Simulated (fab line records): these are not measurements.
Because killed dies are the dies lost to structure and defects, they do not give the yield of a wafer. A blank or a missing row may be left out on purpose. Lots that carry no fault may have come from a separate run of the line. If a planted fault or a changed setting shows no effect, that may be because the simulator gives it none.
fab line records	flow n5Finfet
record: lots: 7	wafers: 21
route steps=1938 shown FIN_SAQP@100 DUMMY_GATE@215 SD_EPI_N@278 SD_ACTIVATION@330 HKMG_FIN@395
startH: hours from the record's first day to the start of the lot's first wafer shown	waitH: hours from the lot's prior step to this one	" the same as in the row above	L1.1+2: a row that stands for several wafers	- no value present, or no start provided	* or withheld: withheld	< > ~ a bound
route shown NAME@n: NAME is a module with steps in the file, n the number in the route of the first one	usual: mean/standard deviation of fault-free wafers	same: alike in all rows	chamber/n: place in a boat	sites: the reading at each site	_std_site: standard deviation of those values	_edge_site: outer sites' mean less inner sites'	radiusMm: how far each site lies from the wafer's centre	mask NAME#n: copy n	behind: tool/chamber where the wafer was last shaped	hold: the reason the lot was held/the length of the hold in hours/how it ended	device: transistor that didn't switch, given as n, p or np	end of line: the same wafers' tests at the end of the route	a step without rows: its recipe alone	killed: at the first sort, the dies lost to defects and structure; wafer yield is something else	map: per-die view of a wafer (x killed, . not killed, _ where there is no die)
set.NAME: the run value of the setting; set.NAME@STEP: its run value at that earlier step	model.NAME: the simulator's own value behind a step, which no gauge read
lots run with intentionally changed settings; tables by step, rows by wafer
== steps ==
step: N5_FIN_SAQP_PECVD_06
recipe: material: a-Si	targetThkA: 600	tempC: 400	precursor: SiH4/He	pressureTorr: 3	rfW: 100	timeS: 48.1
lot.wafer	tool	chamber	startH	waitH	set.timeS	model.a-Si_of_FIN_SAQP_PECVD_06.thkNm
L074.3	pecvd-02	2	23.23	0.0	48.1	58.63
L074.5	"	2	"	"	48.1	59.51
L074.6	"	0	"	"	48.1	60.46
L076.1	pecvd-04	2	34.72	0.0	52.18	65.5
L076.3	"	1	"	"	48.1	58.46
L076.5	"	2	"	"	52.18	65.99
L080.1	pecvd-03	2	57.33	0.0	48.1	59.82
L080.3	"	0	"	"	48.1	59.81
L080.4	"	2	"	"	48.1	59.78
L083.1	pecvd-04	0	76.36	0.0	48.1	60.6
L083.4	"	1	"	"	45.14	55.46
L083.5	"	1	"	"	48.1	59.82
L087.1	pecvd-03	0	100.19	0.0	48.1	59.8
L087.5	"	0	"	"	48.1	60.72
L087.6	"	1	"	"	48.1	61.76
L090.1	pecvd-02	2	117.26	0.0	48.1	59.85
L090.5	"	0	"	"	48.1	60.96
L090.6	"	1	"	"	48.1	60.32
L093.2	pecvd-04	0	135.98	0.0	42.62	53.64
L093.4	"	0	"	"	48.1	61.34
L093.6	"	2	"	"	42.62	54.79
step: N5_FIN_SAQP_THK_MEAS_07
usual: thkNm: 60.2/0.8
lot.wafer	tool	chamber	startH	waitH	set.timeS@FIN_SAQP_PECVD_06	thkNm
L074.3	filmMetro-01	-	23.32	0.1	48.1	58.7
L074.5	"	-	"	"	48.1	59.5
L074.6	"	-	"	"	48.1	60.5
L076.1	filmMetro-02	-	34.81	0.1	52.18	65.5
L076.3	"	-	"	"	48.1	58.5
L076.5	"	-	"	"	52.18	66.0
L080.1	filmMetro-02	-	57.42	0.1	48.1	59.8
L080.3	"	-	"	"	48.1	59.8
L080.4	"	-	"	"	48.1	59.8
L083.1	filmMetro-01	-	76.47	0.1	48.1	60.6
L083.4	"	-	"	"	45.14	55.4
L083.5	"	-	"	"	48.1	59.8
L087.1	filmMetro-01	-	100.27	0.1	48.1	59.8
L087.5	"	-	"	"	48.1	60.7
L087.6	"	-	"	"	48.1	61.8
L090.1	filmMetro-02	-	117.35	0.1	48.1	59.8
L090.5	"	-	"	"	48.1	60.9
L090.6	"	-	"	"	48.1	60.3
L093.2	filmMetro-01	-	136.06	0.1	42.62	53.6
L093.4	"	-	"	"	48.1	61.3
L093.6	"	-	"	"	42.62	54.8
step: N5_FIN_SAQP_COAT_49
recipe: resist: SOC	tempC: 250	timeS: 60	spinRpm: 1500	resistThkNm: 100
lot.wafer	tool	chamber	startH	waitH	set.timeS
L074.3+5+6	lithoTrack-01	0	23.46	0.1	60
L076.1+3	lithoTrack-01	0	34.92	0.1	51.91
L076.5	"	0	"	"	60
L080.1	lithoTrack-01	0	57.54	0.1	60
L080.3+4	"	0	"	"	67.48
L083.1+4	lithoTrack-01	0	76.61	0.1	60
L083.5	"	0	"	"	48.41
L087.1+5+6	lithoTrack-01	0	100.39	0.1	60
L090.1+5+6	lithoTrack-01	0	117.46	0.1	60
L093.2+4+6	lithoTrack-05	0	136.18	0.1	73.12
step: N5_FIN_SAQP_COAT_50
recipe: resist: SiARC	tempC: 220	timeS: 60	spinRpm: 1500	resistThkNm: 35
step: N5_FIN_SAQP_COAT_10
recipe: resist: CAR-ArF	spinRpm: 1500	resistThkNm: 90
step: N5_FIN_SAQP_HM_OPEN_73
recipe: chemistry: CHF3/O2	target: SiO2	stopOn: a-Si	targetDepthA: 120	overEtchFrac: 1.8	maskMaterial: SOC	timeS: 16.8	pressureMtorr: 30	sourceW: 650	biasW: 170	Ar_flow_sccm: 200	CHF3_flow_sccm: 50	O2_flow_sccm: 5	ionEnergyEv: 200	ends: endPoint
step: N5_FIN_SAQP_STRIP_74
recipe: chemistry: CHF3/O2	resist: SiARC	rfFrequencyHz: 6e+07
step: N5_FIN_SAQP_MANDREL_ETCH_22
recipe: targetDepthA: 600	chemistry: HBr/Cl2	target: a-Si	stopOn: SiNx	btTimeS: 10	overEtchFrac: 0.5	timeS: 30	pressureMtorr: 10	icpW: 800	biasW: 75	HBr_flow_sccm: 150	Cl2_flow_sccm: 80	ends: endPoint
lot.wafer	tool	chamber	startH	waitH	set.timeS@FIN_SAQP_PECVD_06	model.etch.depthNm
L074.3	rieSi-01	1	24.08	0.0	48.1	58.6
L074.5	"	2	"	"	48.1	59.48
L074.6	"	3	"	"	48.1	60.46
L076.1	rieSi-04	1	35.67	0.0	52.18	65.49
L076.3	"	0	"	"	48.1	58.46
L076.5	"	2	"	"	52.18	65.99
L080.1	rieSi-03	3	58.29	0.0	48.1	59.79
L080.3	"	1	"	"	48.1	59.81
L080.4	"	2	"	"	48.1	59.75
L083.1	rieSi-01	3	77.29	0.0	48.1	60.5
L083.4	"	1	"	"	45.14	55.45
L083.5	"	1	"	"	48.1	59.82
L087.1	rieSi-03	0	101.14	0.0	48.1	59.8
L087.5	"	3	"	"	48.1	60.72
L087.6	"	2	"	"	48.1	61.76
L090.1	rieSi-01	0	118.12	0.0	48.1	59.85
L090.5	"	3	"	"	48.1	60.96
L090.6	"	2	"	"	48.1	60.32
L093.2	rieSi-01	0	136.80	0.0	42.62	53.6
L093.4	"	2	"	"	48.1	61.34
L093.6	"	2	"	"	42.62	54.78
step: N5_FIN_SAQP_STRIP_55
recipe: chemistry: N2/H2	powerW: 500	tempC: 40	pressureMtorr: 50	rfFrequencyHz: 6e+07	overashFraction: 0.3	biasPowerW: 28	h2Frac: 0.5	n2FlowSccm: 300	h2FlowSccm: 300
step: N5_FIN_SAQP_STRIP_23
recipe: chemistry: SPM	timeS: 750	tempC: 130	h2so4H2o2VolRatio: 4
step: N5_FIN_SAQP_SRD_66
recipe: dry: ipaMarangoni	timeS: 30	tempC: 23	rinseLiquid: diw
step: N5_FIN_SAQP_RECESS_75
recipe: chemistry: HF/NH3	target: SiO2	targetDepthA: 144	afsCycles: 3	tempC: 30	sublimationTempC: 180	sublimationTimeS: 60
step: N5_FIN_SAQP_SPACER1_ALD_24
recipe: material: SiO2	targetThkA: 203	tempC: 300	aldPrecursorFamily: BDEAS	aldCoReactant: O2-plasma	pulseTimeS: 1	purgeTimeS: 2	coReactantPurgeTimeS: 2	aldCycles: 218	pressureTorr: 2
lot.wafer	tool	chamber	startH	waitH	set.timeS@FIN_SAQP_PECVD_06	model.a-Si_of_FIN_SAQP_PECVD_06.thkNm
L074.3	aldSin-02	1	25.00	0.3	48.1	58.4
L074.5	"	1	"	"	48.1	59.2
L074.6	"	2	"	"	48.1	60.2
L076.1	aldSin-02	0	37.14	0.5	52.18	65.4
L076.3	"	2	"	"	48.1	58.2
L076.5	"	2	"	"	52.18	65.8
L080.1+3+4	aldSin-03	2,1,3	59.09	0.3	48.1	59.6
L083.1	aldSin-02	2	78.35	0.5	48.1	60.4
L083.4	"	0	"	"	45.14	55.2
L083.5	"	2	"	"	48.1	59.6
L087.1	aldSin-03	0	103.37	1.4	48.1	59.6
L087.5	"	3	"	"	48.1	60.6
L087.6	"	0	"	"	48.1	61.6
L090.1	aldSin-02	1	119.65	1.0	48.1	59.6
L090.5	"	0	"	"	48.1	60.8
L090.6	"	3	"	"	48.1	60.2
L093.2	aldSin-04	3	137.63	0.3	42.62	53.4
L093.4	"	2	"	"	48.1	61.2
L093.6	"	1	"	"	42.62	54.6
step: N5_FIN_SAQP_SPACER1_ETCHBACK_25
recipe: chemistry: CHF3/O2	mode: anisotropicEtchback	target: SiO2	targetDepthA: 244	timeS: 12.2	pressureMtorr: 30	sourceW: 650	biasW: 170	Ar_flow_sccm: 200	CHF3_flow_sccm: 50	O2_flow_sccm: 5	ionEnergyEv: 200
lot.wafer	tool	chamber	startH	waitH	set.timeS@FIN_SAQP_PECVD_06	model.a-Si_of_FIN_SAQP_PECVD_06.thkNm
L074.3	rieDiel-06	0	25.72	0.4	48.1	57.6
L074.5	"	2	"	"	48.1	58.6
L074.6	"	3	"	"	48.1	59.6
L076.1	rieDiel-01	1	37.86	0.4	52.18	64.6
L076.3	"	3	"	"	48.1	57.6
L076.5	"	2	"	"	52.18	65
L080.1+3+4	rieDiel-05	3,2,2	59.81	0.4	48.1	58.8
L083.1	rieDiel-06	3	79.19	0.5	48.1	59.6
L083.4	"	2	"	"	45.14	54.6
L083.5	"	1	"	"	48.1	58.8
L087.1	rieDiel-06	2	104.09	0.4	48.1	58.8
L087.5	"	2	"	"	48.1	59.8
L087.6	"	3	"	"	48.1	60.8
L090.1	rieDiel-06	3	120.37	0.4	48.1	59
L090.5	"	0	"	"	48.1	60
L090.6	"	3	"	"	48.1	59.4
L093.2	rieDiel-06	3	138.36	0.4	42.62	52.6
L093.4	"	1	"	"	48.1	60.4
L093.6	"	0	"	"	42.62	53.8
step: N5_DUMMY_GATE_CVD_03
recipe: material: a-Si	targetThkA: 1500	tempC: 530	precursor: SiH4	timeS: 8042
lot.wafer	tool	chamber	startH	waitH	set.tempC	model.a-Si_of_DUMMY_GATE_CVD_03.thkNm
L074.3	lpcvd-02	0/25	38.56	0.1	530	149.8
L074.5	"	0/34	"	"	530	150.8
L074.6	"	0/39	"	"	530	151.4
L076.1	-	-	-	0.1	510.4	84.6
L076.3	"	-	"	"	510.4	84.8
L076.5	"	-	"	"	510.4	84
L080.1	-	-	-	0.1	530	150
L080.3	"	-	"	"	530	151.8
L080.4	"	-	"	"	530	153
L083.1	-	-	-	0.1	512.5	88.2
L083.4	"	-	"	"	512.5	87.8
L083.5	"	-	"	"	512.5	89.2
L087.1	-	-	-	0.1	547.3	242
L087.5	"	-	"	"	547.3	241.4
L087.6	"	-	"	"	547.3	242.8
L090.1	-	-	-	0.1	530	152.2
L090.5	"	-	"	"	530	152
L090.6	"	-	"	"	530	151.6
L093.2	-	-	-	0.1	530	150.2
L093.4	"	-	"	"	530	149.4
L093.6	"	-	"	"	530	149.6
step: N5_DUMMY_GATE_COAT_35
recipe: resist: SiARC	tempC: 220	timeS: 60	spinRpm: 1500	resistThkNm: 10
lot.wafer	tool	chamber	startH	waitH	set.spinRpm	model.SiARC_of_DUMMY_GATE_COAT_35.thkNm
L074.3+5+6	lithoTrack-01	0	-	-	1500	10
L076.1+3+5	lithoTrack-05	0	-	-	1500	10
L080.1+3	lithoTrack-01	0	-	-	1500	10
L080.4	"	0	"	"	1445	10.2
L083.1+4	lithoTrack-05	0	-	-	1546	10
L083.5	"	0	"	"	1500	10
L087.1+5+6	lithoTrack-05	0	-	-	1500	10
L090.1+5	lithoTrack-01	0	-	-	1657	9.6
L090.6	"	0	"	"	1500	10
L093.2+6	lithoTrack-02	0	-	-	1417	10.4
L093.4	"	0	"	"	1500	10
step: N5_SD_EPI_N_ETCH_45
recipe: chemistry: CH3F/O2	target: SiOCN	targetDepthA: 60	maskMaterial: SOC	ionEnergyEv: 60	biasW: 29	pressureMtorr: 15	sourceW: 410	Ar_flow_sccm: 150	CH3F_flow_sccm: 30	O2_flow_sccm: 20
lot.wafer	tool	chamber	startH	waitH	set.targetDepthA	model.etch.depthNm
L074.3	rieDiel-01	2	52.89	0.1	60	6.089
L074.5	"	2	"	"	60	6.125
L074.6	"	1	"	"	60	5.963
L076.1	rieDiel-01	3	64.81	0.1	60	5.862
L076.3	"	2	"	"	60	6.114
L076.5	"	0	"	"	62.6	6.306
L080.1	rieDiel-06	3	84.23	0.1	58.06	5.836
L080.3	"	1	"	"	60	6.064
L080.4	"	1	"	"	60	6.018
L083.1	rieDiel-06	0	105.10	0.1	67.01	6.823
L083.4	"	1	"	"	60	6.014
L083.5	"	1	"	"	67.01	6.7
L087.1	rieDiel-06	0	129.16	0.1	60	6.141
L087.5	"	0	"	"	60	6.16
L087.6	"	1	"	"	60	6.021
L090.1	rieDiel-06	2	150.36	0.1	56.94	5.687
L090.5	"	3	"	"	60	5.954
L090.6	"	2	"	"	60	5.974
L093.2	rieDiel-06	1	164.58	0.1	63.13	6.265
L093.4	"	2	"	"	63.13	6.241
L093.6	"	0	"	"	60	6.08
step: N5_SD_EPI_N_EPI_21
recipe: material: Si:P	dopant: P	tempC: 680	pressureTorr: 255	timeS: 690
lot.wafer	tool	chamber	startH	waitH	set.timeS	model.Si-P_of_SD_EPI_N_EPI_21.thkNm
L074.3+6	epiRpcvd-01	0	54.61	0.7	690	59.6
L074.5	"	0	"	"	690	59.2
L076.1	epiRpcvd-03	0	66.15	0.2	690	59.4
L076.3	"	0	"	"	731.1	62.6
L076.5	"	0	"	"	731.1	61.4
L080.1	epiRpcvd-02	0	85.57	0.2	690	59.2
L080.3	"	0	"	"	793.2	65.2
L080.4	"	0	"	"	690	58.6
L083.1	epiRpcvd-02	0	106.29	0.1	690	58.4
L083.4+5	"	0	"	"	690	59
L087.1	epiRpcvd-01	0	130.33	0.1	690	59.6
L087.5	"	0	131.45	1.1	690	58.8
L087.6	"	0	"	"	608.1	54.8
L090.1	epiRpcvd-01	0	151.54	0.1	634.8	55.2
L090.5	"	0	152.66	1.1	690	58.8
L090.6	"	0	"	"	634.8	56.2
L093.2	epiRpcvd-02	0	166.29	0.5	690	57.8
L093.4+6	"	0	"	"	597.1	52.2
step: N5_SD_EPI_N_PRECLEAN_24
recipe: chemistry: O3/DIW	timeS: 60	tempC: 22	o3Ppm: 10
lot.wafer	tool	chamber	startH	waitH	set.timeS@SD_EPI_N_EPI_21	model.Si-P_of_SD_EPI_N_EPI_21.thkNm
L074.3+6	wetBench-04	2,3	55.83	0.0	690	59.2
L074.5	"	7	"	"	690	58.6
L076.1	wetBench-03	0	68.48	0.0	690	59
L076.3	"	1	"	"	731.1	62.2
L076.5	"	7	"	"	731.1	61
L080.1	wetBench-03	2	87.88	0.0	690	58.8
L080.3	"	0	"	"	793.2	64.8
L080.4	"	6	"	"	690	58.2
L083.1	wetBench-03	7	108.06	0.0	690	58
L083.4+5	"	4,3	"	"	690	58.6
L087.1	wetBench-02	4	132.10	0.0	690	59.2
L087.5	"	0	"	"	690	58.4
L087.6	"	3	"	"	608.1	54.6
L090.1	wetBench-04	0	153.29	0.0	634.8	54.8
L090.5	"	2	"	"	690	58.4
L090.6	"	6	"	"	634.8	55.8
L093.2	wetBench-03	7	168.23	0.0	690	57.4
L093.4	"	3	"	"	597.1	52
L093.6	"	6	"	"	597.1	51.8
step: N5_SD_EPI_N_SRD_25
recipe: timeS: 30	tempC: 23	rinseLiquid: diw	dry: ipaMarangoni
step: N5_SD_EPI_N_PRECLEAN_49
recipe: chemistry: NF3:NH3	afsCycles: 1	tempC: 30	timeS: 20	sublimationTempC: 180	sublimationTimeS: 60	pressureTorr: 3	rfPowerW: 30
step: N5_SD_ACTIVATION_RTA_00
recipe: tempC: 975	timeS: 0	ambient: N2	idleTempC: 600	rampUpCPerS: 150	rampDownCPerS: 60	coolToC: 600
step: N5_SD_ACTIVATION_LSA_01
recipe: tempC: 1080	timeS: 0.0008	ambient: N2
step: N5_SD_ACTIVATION_RS_MEAS_03
recipe: thkMeasGauge: four-point-probe
usual: RS_SD_N: 21.87/0.26	RS_SD_P: 56.0/0.84
lot.wafer	tool	chamber	startH	waitH	set.timeS@SD_EPI_N_EPI_21	RS_SD_N[ohm/sq]	RS_SD_P[ohm/sq]
L074.3	filmMetro-01	-	61.89	0.2	690	21.55	56.1
L074.5	"	-	"	"	690	21.76	55.4
L074.6	"	-	"	"	690	21.59	55.2
L076.1	filmMetro-01	-	73.96	0.2	690	21.89	56.1
L076.3	"	-	"	"	731.1	20.79	56.8
L076.5	"	-	"	"	731.1	21.13	56.0
L080.1	filmMetro-02	-	93.24	0.2	690	21.66	55.4
L080.3	"	-	"	"	793.2	19.81	54.8
L080.4	"	-	"	"	690	22.00	55.9
L083.1	filmMetro-02	-	113.49	0.2	690	21.88	57.6
L083.4	"	-	"	"	690	22.07	57.7
L083.5	"	-	"	"	690	21.67	58.0
L087.1	filmMetro-01	-	137.37	0.2	690	21.70	55.5
L087.5	"	-	"	"	690	21.92	54.8
L087.6	"	-	"	"	608.1	23.43	55.2
L090.1	filmMetro-02	-	158.74	0.2	634.8	23.23	56.1
L090.5	"	-	"	"	690	22.12	55.2
L090.6	"	-	"	"	634.8	22.97	55.4
L093.2	filmMetro-02	-	174.45	0.2	690	22.65	56.4
L093.4	"	-	"	"	597.1	24.72	56.7
L093.6	"	-	"	"	597.1	24.88	56.0
step: N5_HKMG_FIN_EXPOSE_46
recipe: maskId: NDIPOLE	na: 1.35	sourceShape: conventional	sigmaOuter: 0.8	polarization: unpolarized	doseMj: 40
lot.wafer	tool	chamber	startH	waitH	mask	set.doseMj
L074.3+5+6	arfiScanner-03	0	75.43	-	NDIPOLE#0	40
L076.1+3+5	arfiScanner-03	0	88.21	-	NDIPOLE#0	40
L080.1+3+4	arfiScanner-02	0	108.28	-	NDIPOLE#0	38.2
L083.1+4	arfiScanner-02	0	126.34	-	NDIPOLE#0	40
L083.5	"	0	"	"	NDIPOLE#0	41.46
L087.1+5	arfiScanner-02	0	150.18	-	NDIPOLE#0	42.8
L087.6	"	0	"	"	NDIPOLE#0	40
L090.1+5+6	arfiScanner-02	0	171.29	-	NDIPOLE#0	40
L093.2	arfiScanner-03	0	187.36	-	NDIPOLE#0	37.11
L093.4+6	"	0	"	"	NDIPOLE#0	40
step: N5_HKMG_FIN_PEB_47
recipe: pebTempC: withheld	pebTimeS: 60	resist: CAR-ArF
step: N5_HKMG_FIN_DEVELOP_48
recipe: developTimeS: 30	developer: TMAH	resist: CAR-ArF	rinseLiquid: diw	dry: airSpin	devTempC: 23
step: N5_HKMG_FIN_CD_MEAS_49
recipe: targetCdNm: 202	landingEnergyEv: 500	detector: seInlens	polarity: opening
usual: cdNm: 202.0/0.67
lot.wafer	tool	chamber	startH	waitH	set.doseMj@HKMG_FIN_EXPOSE_46	cdNm
L074.3	cdSem-01	0	75.54	-	40	202.6
L074.5	"	0	"	"	40	201.8
L074.6	"	0	"	"	40	202.7
L076.1	cdSem-02	0	88.34	-	40	201.8
L076.3	"	0	"	"	40	203.0
L076.5	"	0	"	"	40	202.1
L080.1	cdSem-02	0	108.41	-	38.2	199.4
L080.3	"	0	"	"	38.2	199.5
L080.4	"	0	"	"	38.2	198.9
L083.1	cdSem-02	0	126.47	-	40	202.8
L083.4	"	0	"	"	40	201.9
L083.5	"	0	"	"	41.46	204.6
L087.1	cdSem-02	0	150.30	-	42.8	206.8
L087.5	"	0	"	"	42.8	206.5
L087.6	"	0	"	"	40	202.3
L090.1	cdSem-01	0	171.41	-	40	202.4
L090.5	"	0	"	"	40	201.7
L090.6	"	0	"	"	40	203.1
L093.2	cdSem-01	0	187.48	-	37.11	197.8
L093.4	"	0	"	"	40	201.1
L093.6	"	0	"	"	40	202.2
step: N5_HKMG_FIN_DESCUM_53
recipe: chemistry: O2	timeS: 7.9	sourcePowerW: 50	biasPowerW: 20	pressureMtorr: 20	rfFrequencyHz: 2.712e+07	tempC: 40	resist: CAR-ArF	o2FlowSccm: 225
step: N5_HKMG_FIN_ETCH_54
recipe: chemistry: CF4	target: SiARC	targetDepthA: 455	maskMaterial: CAR-ArF	timeS: 75.8	ionEnergyEv: 80	pressureMtorr: 40	sourceW: 545	biasW: 36	Ar_flow_sccm: 100	cf4FlowSccm: 100	ends: cleared
lot.wafer	tool	chamber	startH	waitH	set.doseMj@HKMG_FIN_EXPOSE_46	model.HKMG_FIN.cdOffsetNm
L074.3	rieDiel-01	0	75.66	0.0	40	1
L074.5	"	1	"	"	40	-0.2
L074.6	"	0	"	"	40	0.8
L076.1	rieDiel-05	3	88.46	0.0	40	-0.4
L076.3	"	1	"	"	40	0.4
L076.5	"	3	"	"	40	0.2
L080.1	rieDiel-05	1	108.53	0.0	38.2	-3
L080.3	"	0	"	"	38.2	-2.4
L080.4	"	3	"	"	38.2	-3.2
L083.1	rieDiel-01	1	126.59	0.0	40	0.2
L083.4	"	3	"	"	40	0
L083.5	"	3	"	"	41.46	2.6
L087.1+5	rieDiel-06	1,0	151.33	0.0	42.8	4.4
L087.6	"	1	"	"	40	0
L090.1	rieDiel-06	2	171.54	0.0	40	0.6
L090.5	"	3	"	"	40	-0.4
L090.6	"	2	"	"	40	0.8
L093.2	rieDiel-05	0	187.60	0.0	37.11	-4
L093.4	"	1	"	"	40	-1
L093.6	"	2	"	"	40	0
step: N5_HKMG_FIN_ETCH_58
recipe: chemistry: N2/H2	target: SOC	targetDepthA: 2158	ionEnergyEv: 50	biasW: 13	timeS: 741	pressureMtorr: 30	sourceW: 875	n2FlowSccm: 200	h2FlowSccm: 200
usual: rfVppV: 99.2/0.95
lot.wafer	tool	chamber	startH	waitH	set.biasW	rfVppV
L074.3	rieDiel-01	0	75.93	0.0	13	99.7
L074.5	"	1	"	"	13	99.1
L074.6	"	0	"	"	13	100.0
L076.1	rieDiel-05	3	88.73	0.0	13.62	101.6
L076.3	"	1	"	"	13	98.4
L076.5	"	3	"	"	13	99.5
L080.1	rieDiel-05	1	108.80	0.0	13	99.2
L080.3	"	0	"	"	11.79	92.3
L080.4	"	3	"	"	13	100.7
L083.1	rieDiel-01	1	126.86	0.0	14.95	109.8
L083.4	"	3	"	"	13	98.2
L083.5	"	3	"	"	14.95	108.3
L087.1	rieDiel-06	1	151.59	0.0	13	99.9
L087.5	"	0	"	"	13	99.1
L087.6	"	1	"	"	13	99.3
L090.1	rieDiel-06	2	171.80	0.0	13.9	104.3
L090.5	"	3	"	"	13	98.7
L090.6	"	2	"	"	13.9	102.4
L093.2	rieDiel-05	0	187.87	0.0	13	99.6
L093.4	"	1	"	"	13	100.0
L093.6	"	2	"	"	13	98.7
== key ==
split: step: N5_FIN_SAQP_PECVD_06	setting: timeS	stated: 48.1	by: wafer
response: step: N5_FIN_SAQP_PECVD_06	reading: model.a-Si_of_FIN_SAQP_PECVD_06.thkNm	change: +0.719	per: 1%	r: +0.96
response: step: N5_FIN_SAQP_THK_MEAS_07	reading: thkNm	change: *	per: 1%	r: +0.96
response: step: N5_FIN_SAQP_MANDREL_ETCH_22	reading: model.etch.depthNm	change: +0.719	per: 1%	r: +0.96
response: step: N5_FIN_SAQP_SPACER1_ALD_24	reading: model.a-Si_of_FIN_SAQP_PECVD_06.thkNm	change: +0.728	per: 1%	r: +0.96
response: step: N5_FIN_SAQP_SPACER1_ETCHBACK_25	reading: model.a-Si_of_FIN_SAQP_PECVD_06.thkNm	change: +0.715	per: 1%	r: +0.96
split: step: N5_FIN_SAQP_COAT_49	setting: timeS	stated: 60	by: wafer
response none clear
split: step: N5_DUMMY_GATE_CVD_03	setting: tempC	stated: 530	by: lot
response: step: N5_DUMMY_GATE_CVD_03	reading: model.a-Si_of_DUMMY_GATE_CVD_03.thkNm	change: +22	per: 1%	r: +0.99
split: step: N5_DUMMY_GATE_COAT_35	setting: spinRpm	stated: 1500	by: wafer
response: step: N5_DUMMY_GATE_COAT_35	reading: model.SiARC_of_DUMMY_GATE_COAT_35.thkNm	change: -0.0438	per: 1%	r: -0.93
split: step: N5_SD_EPI_N_ETCH_45	setting: targetDepthA	stated: 60	by: wafer
response: step: N5_SD_EPI_N_ETCH_45	reading: model.etch.depthNm	change: +0.0598	per: 1%	r: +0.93
split: step: N5_SD_EPI_N_EPI_21	setting: timeS	stated: 690	by: wafer
response: step: N5_SD_EPI_N_EPI_21	reading: model.Si-P_of_SD_EPI_N_EPI_21.thkNm	change: +0.406	per: 1%	r: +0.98
response: step: N5_SD_EPI_N_PRECLEAN_24	reading: model.Si-P_of_SD_EPI_N_EPI_21.thkNm	change: +0.4	per: 1%	r: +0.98
response: step: N5_SD_ACTIVATION_RS_MEAS_03	reading: RS_SD_N	change: -0.142	per: 1%	r: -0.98
split: step: N5_HKMG_FIN_EXPOSE_46	setting: doseMj	stated: 40	by: wafer
response: step: N5_HKMG_FIN_CD_MEAS_49	reading: cdNm	change: +0.588	per: 1%	r: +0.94
response: step: N5_HKMG_FIN_ETCH_54	reading: model.HKMG_FIN.cdOffsetNm	change: +0.569	per: 1%	r: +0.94
split: step: N5_HKMG_FIN_ETCH_58	setting: biasW	stated: 13	by: wafer
response: step: N5_HKMG_FIN_ETCH_58	reading: rfVppV	change: +0.732	per: 1%	r: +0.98
